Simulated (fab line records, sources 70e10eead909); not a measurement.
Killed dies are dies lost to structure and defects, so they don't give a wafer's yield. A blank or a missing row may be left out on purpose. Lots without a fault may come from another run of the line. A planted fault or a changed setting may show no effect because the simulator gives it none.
Chamber matching | flow nand_harc | NHARC_A_M0_PRE_CLEAN_31 on pecvd-04: 3 sister chambers
The step time 12 s. 6 wafers are shown with their chamber, then 10 later ones without.

WAFERS WITH THEIR CHAMBER
wafer  | chamber | heater_power_w (W) | heater_power_outer_w (W)
L079.3 | 1       | 507                | 294
L075.4 | 1       | 517                | 305
L082.2 | 2       | 582                | 309
L082.5 | 0       | 624                | 369
L081.1 | 2       | 627                | 337
L081.2 | 0       | 640                | 391

WAFERS WITHOUT THEIR CHAMBER
wafer  | heater_power_w (W) | heater_power_outer_w (W)
L081.6 | 647                | 382
L088.1 | 687                | 409
L088.2 | 676                | 393
L088.5 | 678                | 405
L091.1 | 493                | 288
L091.3 | 638                | 371
L091.4 | 622                | 374
L092.4 | 690                | 430
L092.5 | 659                | 370
L092.6 | 455                | 267

WHICH CHAMBER EACH WENT THROUGH
wafer  | from the rows above | in truth
L081.6 | 0                   | 0
L088.1 | 0                   | 0
L088.2 | 0                   | 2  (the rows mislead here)
L088.5 | 0                   | 0
L091.1 | 1                   | 1
L091.3 | 0                   | 0
L091.4 | 0                   | 0
L092.4 | 0                   | 0
L092.5 | 0                   | 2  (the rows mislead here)
L092.6 | 1                   | 1
Placed correctly: 8 of 10. Can't be placed from these rows: 0. Placed wrongly: 2.
How it was worked out, from the rows above alone: a wafer's distance from a chamber is the root of the sum, over the readings, of the square of ((its reading less the chamber's mean) divided by the reading's scatter). The wafer belongs to the nearest chamber; if the next one is less than 2 further off, it can't be placed. A chamber's mean is the mean of its shown wafers. The scatter: the root of (the sum of the squares of (reading less its chamber's mean) over the shown wafers, divided by (wafers less chambers)).
